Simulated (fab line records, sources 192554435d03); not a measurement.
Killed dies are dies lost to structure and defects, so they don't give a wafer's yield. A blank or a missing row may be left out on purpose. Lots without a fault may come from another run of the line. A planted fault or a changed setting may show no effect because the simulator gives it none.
fab line records | flow n5_finfet
record lots=4 wafers=12 last_day=17
route steps=1938 shown BEOL_M15@1815 PASS1_DEP@1831 MIM_BOT@1832 MIM_TOP@1834 MIM_TOP_LITHO@1839 PASSIVATION@1936
lots that met no fault: from a run of the same line without faults
start_h: hours from the record's first day to the start of the lot's first wafer shown | wait_h: hours since the lot's step before | " the same as in the row above | L1.1+2: a row that stands for several wafers | - no value, or no start given | * or withheld: withheld | < > ~ a bound
route shown NAME@n: a module of which the file shows steps, and the number in the route of the first | usual: mean/standard deviation of fault-free wafers | same: alike in all rows | chamber/n: place in a boat | sites: the reading at each site | _std_site: their standard deviation | _edge_site: outer sites' mean less inner sites' | radius_mm: how far each site lies from the wafer's centre | mask NAME#n: copy n | behind: the tool/chamber that last shaped the wafer | hold: why the lot was held/for how many hours/how that ended | device: the transistor (n, p or np) that didn't switch | end of line: the same wafers' tests at the end of the route | a step without rows: its recipe alone | killed: dies lost to structure and defects at the first sort, not the wafer's yield | map: a wafer's dies, x killed, . not, _ none there
set.NAME: the setting as run; set.NAME@STEP: as run at that earlier step | model.NAME: the simulator's own value behind a step, which no gauge read
lots at some steps of the route; a table a step, a row a wafer
services: from which hour (start_h, from the record's first day; less than 0 if before it) a tool's chamber was out of use, for how many hours, and why
## steps
# step N5_BEOL_M15_PRECLEAN_39
# recipe chemistry=residue_remover time_s=60 temp_c=40
# step N5_BEOL_M15_SRD_40
# recipe time_s=30 temp_c=23 rinse_liquid=diw dry=n2_spin spin_rpm=1500 dry_time_s=30
# step N5_BEOL_M15_DEGAS_41
# recipe ambient=vacuum temp_c=300 time_s=60
# step N5_BEOL_M15_PRE_CLEAN_42
# recipe gas=H2/He time_s=30 temp_c=300
# step N5_BEOL_M15_SPUTTER_43
# recipe material=TaN target_thk_a=150 temp_c=50 bias_v=168.6 power_w=15000 chamber_pressure_pa=0.12 time_s=24.19
# step N5_BEOL_M15_SPUTTER_44
# recipe material=Ta target_thk_a=150 temp_c=50 bias_v=80 power_w=15000 chamber_pressure_pa=0.07 time_s=24.19
# step N5_BEOL_M15_SPUTTER_45
# recipe material=Cu target_thk_a=1000 temp_c=-20 bias_v=60 power_w=26000 chamber_pressure_pa=0.13 time_s=16.67
# step N5_BEOL_M15_ECD_47
# recipe material=Cu target_thk_a=18600
# step N5_BEOL_M15_ANNEAL_48
# recipe temp_c=225 time_s=90 ambient=N2
# step N5_BEOL_M15_CMP_49
# recipe stop_on=SiO2 t_overpolish_s=4.9 down_force_psi=2 platen_rpm=80 clearing_platen_down_force_psi=2 clearing_platen_rpm=80 post_cmp_clean=cu_alkaline target_thk_nm=850 clearing_platen_pad_velocity_m_s=1.5917 pad_velocity_m_s=1.5917
# step N5_BEOL_M15_PRE_CLEAN_52
# recipe gas=NH3 time_s=15 temp_c=withheld rf_power_w=300
# step N5_BEOL_M15_DEP_53
# recipe material=SiCN target_thk_a=500 temp_c=withheld precursor=3MS/NH3 pressure_torr=3 rf_w=675 time_s=17.8
# usual showerhead_plenum_p_Torr=4.161/0.017 throttle_valve_pct=17.8/0.73
# columns lot.wafer tool chamber start_h wait_h showerhead_plenum_p_Torr throttle_valve_pct
L274.2 pecvd-02 0 248.76 0.0 4.184 17.5
L274.4 " 1 " " 4.140 17.9
L274.5 " 2 " " 4.181 18.6
L281.1 pecvd-02 0 302.11 0.0 4.178 17.7
L281.2 " 1 " " 4.151 17.6
L281.3 " 2 " " 4.188 18.6
L282.1 pecvd-02 2 307.21 0.0 4.184 18.8
L282.4 " 0 " " 4.192 17.7
L282.5 " 1 " " 4.146 18.1
L296.1 pecvd-04 0 387.70 0.0 4.176 18.1
L296.3 " 1 " " 4.144 18.3
L296.6 " 2 " " 4.172 16.8
# step N5_BEOL_M15_INSPECT_55
# recipe inspect_instrument=darkfield mode=post_dep
# usual raw_defect_count=63/24
# columns lot.wafer tool chamber start_h wait_h raw_defect_count
L274.2 defect_inspect-01 - 248.86 0.0 67
L274.4 " - " " 67
L274.5 " - " " 58
L281.1 defect_inspect-01 - 302.20 0.0 611
L281.2 " - " " 117
L281.3 " - " " 189
L282.1 defect_inspect-01 - 307.31 0.0 37
L282.4 " - " " 506
L282.5 " - " " 56
L296.1 defect_inspect-01 - 387.80 0.0 53
L296.3 " - " " 85
L296.6 " - " " 60
# step N5_PASSIVATION_PECVD_00
# recipe material=SiO2 target_thk_a=2000 temp_c=400 precursor=SiH4/N2O pressure_torr=2.7 rf_w=608 time_s=11.2
# step N5_MIM_BOT_DEGAS_01
# recipe ambient=vacuum temp_c=300 time_s=60
# step N5_MIM_BOT_SPUTTER_00
# recipe material=TiN target_thk_a=350 temp_c=200 power_w=3000 chamber_pressure_pa=0.49996 gas=Ar reactive_partial_pa=0.37997 time_s=89.7
# step N5_MIM_TOP_ALD_00
# recipe material=Al2O3 target_thk_a=* temp_c=withheld ald_precursor_family=TMA ald_co_reactant=O3 pulse_time_s=withheld purge_time_s=3 co_reactant_purge_time_s=withheld co_reactant_pulse_time_s=3 ald_cycles=withheld
# step N5_MIM_TOP_ALD_01
# recipe material=HfO2 target_thk_a=56 temp_c=withheld ald_precursor_family=Hf-amide ald_co_reactant=O3 pulse_time_s=1 purge_time_s=3 co_reactant_purge_time_s=2 co_reactant_pulse_time_s=3 ald_cycles=62
# step N5_MIM_TOP_ALD_02
# recipe material=Al2O3 target_thk_a=* temp_c=withheld ald_precursor_family=TMA ald_co_reactant=O3 pulse_time_s=withheld purge_time_s=3 co_reactant_purge_time_s=withheld co_reactant_pulse_time_s=3 ald_cycles=withheld
# step N5_MIM_TOP_DEGAS_04
# recipe ambient=vacuum temp_c=300 time_s=60
# step N5_MIM_TOP_SPUTTER_03
# recipe material=TiN target_thk_a=350 temp_c=200 power_w=3000 chamber_pressure_pa=0.49996 gas=Ar reactive_partial_pa=0.37997 time_s=89.7
# step N5_MIM_TOP_LITHO_HMDS_01
# recipe time_s=60 temp_c=120
# step N5_MIM_TOP_LITHO_COAT_02
# recipe spin_rpm=* resist_thk_nm=*
# step N5_MIM_TOP_LITHO_EBR_04
# recipe solvent=PGMEA ebr_width_mm=1.5
# step N5_MIM_TOP_LITHO_SOFTBAKE_03
# recipe temp_c=100 time_s=90
# step N5_MIM_TOP_LITHO_EXPOSE_05
# recipe mask_id=MIM_TOP na=0.55 source_shape=conventional sigma_outer=0.8 polarization=unpolarized target_cd_nm=2000 dose_mj=20.5
# step N5_MIM_TOP_LITHO_PEB_06
# recipe peb_temp_c=withheld peb_time_s=*
# step N5_MIM_TOP_LITHO_DEVELOP_07
# recipe develop_time_s=60 rinse_liquid=diw dry=air_spin dev_temp_c=21
# step N5_MIM_TOP_LITHO_HARDBAKE_09
# recipe temp_c=130 time_s=120
# step N5_MIM_TOP_LITHO_INSPECT_12
# recipe mode=adi inspect_instrument=macro
# usual raw_defect_count=2.0/1.3
# columns lot.wafer tool chamber start_h wait_h raw_defect_count
L274.2 defect_inspect-01 - 253.95 0.0 1
L274.4 " - " " 1
L274.5 " - " " 1
L281.1 defect_inspect-02 - 307.96 0.0 >300
L281.2 " - " " 3
L281.3 " - " " 3
L282.1 defect_inspect-01 - 315.35 0.0 5
L282.4 " - " " >300
L282.5 " - " " 3
L296.1 defect_inspect-01 - 392.26 0.0 4
L296.3 " - " " 3
L296.6 " - " " 1
# step N5_MIM_TOP_LITHO_DESCUM_10
# recipe chemistry=O2 time_s=7.9 source_power_w=50 bias_power_w=20 pressure_mtorr=20 rf_frequency_hz=2.712e+07 temp_c=40 o2_flow_sccm=225
# step N5_PASSIVATION_PROBE_49
# usual defect_limited_yield=91.3/1.3 killed_at_M0_to_M3=33/8.9 killed_at_M4_up=15/5.4 killed_at_contacts=13/5.8 killed_at_front_end=39/9.9 killed_at_other=3.2/2.9 killed_dies=102/15 killed_open=68/12 killed_short=34/7.6 sort_bin_5_function=5.1/0.89 sort_bin_6_memory=3.2/0.63 sort_n_pass=1078/15 sort_yield_pct=91.3/1.3
# same gross_dies=1180 killed_at_back_side=0 sort_bin_4_leakage[%]=0 sort_bin_8_speed[%]=0
# columns lot.wafer tool chamber start_h wait_h defect_limited_yield[%] killed_at_M0_to_M3 killed_at_M4_up killed_at_contacts killed_at_front_end killed_at_other killed_dies killed_open killed_short sort_bin_5_function[%] sort_bin_6_memory[%] sort_n_pass sort_yield_pct[%]
L281.1 prober-01 - 317.92 0.0 80.5 39 133 6 45 7 230 71 37 11.4 5.3 950 80.5
L281.3 prober-01 - 318.02 0.1 90.2 31 21 7 50 7 116 75 41 5.7 3.9 1064 90.2
L282.4 prober-01 - 324.85 0.2 81.9 37 139 11 24 2 213 75 22 12.0 4.1 967 81.9
# killed by level:class
L281.1 BEOL_M15:unspecified=122 STI_FIN_REVEAL:geometric_particle:open=15 BEOL_M0_SAQP:geometric_particle:open=13 BEOL_M0_SAQP:geometric_particle:short=11 FIN_SAQP:geometric_particle:open=10 ILD0:geometric_particle:short=6 BEOL_M1:geometric_particle:open=6 BEOL_M4:geometric_particle:open=5
L281.3 BEOL_M4:geometric_particle:open=12 STI_FIN_REVEAL:geometric_particle:open=11 BEOL_M1:geometric_particle:open=10 FIN_SAQP:geometric_particle:open=9 BEOL_M0_SAQP:geometric_particle:short=7 BEOL_M0_SAQP:geometric_particle:open=7 FIN_SAQP:geometric_particle:short=6 MOL_CONTACT_COAG:geometric_particle:open=5
L282.4 BEOL_M15:unspecified=115 MOL_CONTACT_COAG:geometric_particle:open=10 BEOL_M4:geometric_particle:open=10 BEOL_M0_SAQP:geometric_particle:short=8 BEOL_M0_SAQP:geometric_particle:open=8 BEOL_M2:geometric_particle:open=7 BEOL_M0:geometric_particle:open=5 STARTING-WAFER:geometric_particle:open=5
# map L281.1 (x killed, . not)
_________________...x.......x________________
______________.............x.x.._____________
___________........x....x.....x..x.__________
__________xxx.x...........x........x_________
________...........xx...x...........x._______
_______.......x....................x...______
______.....x.x............x............._____
_____..x.xx.xxx....x.....................____
____..xxxx.xxx..xx........................___
___.....xxxxxxxxxx..x....................x.__
___..xxxxxxxxxxx.xx........x....x..........__
__..x.xxxxxxxxxx.x.x...x.......x...........x_
__.x.xxxxxxxxxxxx.xx......x....xx..........x_
_...xxxxxxxxxxxxxx.x...................x.....
_...xxxxxxxxxxxxx.x.x..x...x.................
_....x.xxxxxxxxxx........xx..x.......x.......
_..xx.x.xxxxxx.xx..x..................x......
_.....xxx..xxxxx.....................x.......
_..........xx...x.............x.............x
_...x....x.x....x...x........................
_.x...................x..x...x....x....x...x.
__...............x.......x.................._
__............x.............x..x....x......._
___...................x....x........x.x....__
___........x..x.x...x........x.x...........__
____................x.........x...........___
_____........x..x.......x...x............____
______....x....x.....x.x....x...x......._____
_______....x.................x.....x...______
________....................x........._______
__________......x...............xx.._________
___________.........x...x.x........__________
______________..x.........x....x_____________
_________________.x..........________________
# map L282.4 (x killed, . not)
_________________..xx......x.________________
______________............x...x._____________
___________...............x........__________
__________............x......x......_________
________....xx..........x...x...x....._______
_______.x..............................______
______x...xx...........x................_____
_____..x.x..xxxxxx...x............x......____
____..xxx..xx.xx..........................___
___....xxxxxxxxxx...x....x..x..x...........__
___....xxxxxxxxx...x...............x.......__
__...xxxxxxxxxxxxx..x...x..................._
__x.x.xxxxxxxxxx.x.x...............x..x....._
_..xxxxxxxxxxxxxxxx..........................
_.x...xxxxxxxxxxxx..xx....x..................
_...x.xxxxxxxxxxx.x.......................x..
_......xxxxxxx.xx.x......x...........x.......
_.....x........x...x.......................x.
_.......x.xx.x..............................x
_..............x..............x..............
_..xxx..............x....x...............x...
__.....................x...x....x.......xx.._
__.............x.........x...........xx....._
___.....x....x....x.......xx...x....x.....x__
___.................x....x................x__
____...........................xxx........___
_____......xx..............x..x..........____
______...........x......................_____
_______..........x.....................______
________x........x......x............._______
__________x......x...x.x..x.....xxx._________
___________.......x................__________
______________xx...xx..........._____________
_________________.x...x......________________
## services
# columns tool chamber start_h hours kind
pecvd-02 1 383.66 - clean
pecvd-02 1 383.66 - consumable_replace:showerhead
## key
first_sign step=N5_BEOL_M15_INSPECT_55 reading=raw_defect_count direction=up sigmas=20 usual=63 struck=558
effect step=N5_MIM_TOP_LITHO_INSPECT_12 reading=raw_defect_count direction=up sigmas=99+ usual=2.0 struck=>300
effect step=N5_PASSIVATION_PROBE_49 reading=killed_at_M4_up direction=up sigmas=23 usual=15 struck=136
more_kills_born_at N5_BEOL_M15_DEP_53@pecvd-02=237
met_at N5_BEOL_M15_DEP_53
struck_wafers L281.1,L282.4
onset_between 248.76 302.11
fault kind=chamber_particle_source tool=pecvd-02 chamber=0 onset_h=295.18 steps=N5_BEOL_M15_DEP_53 rate_per_visit_cm2=0.72702
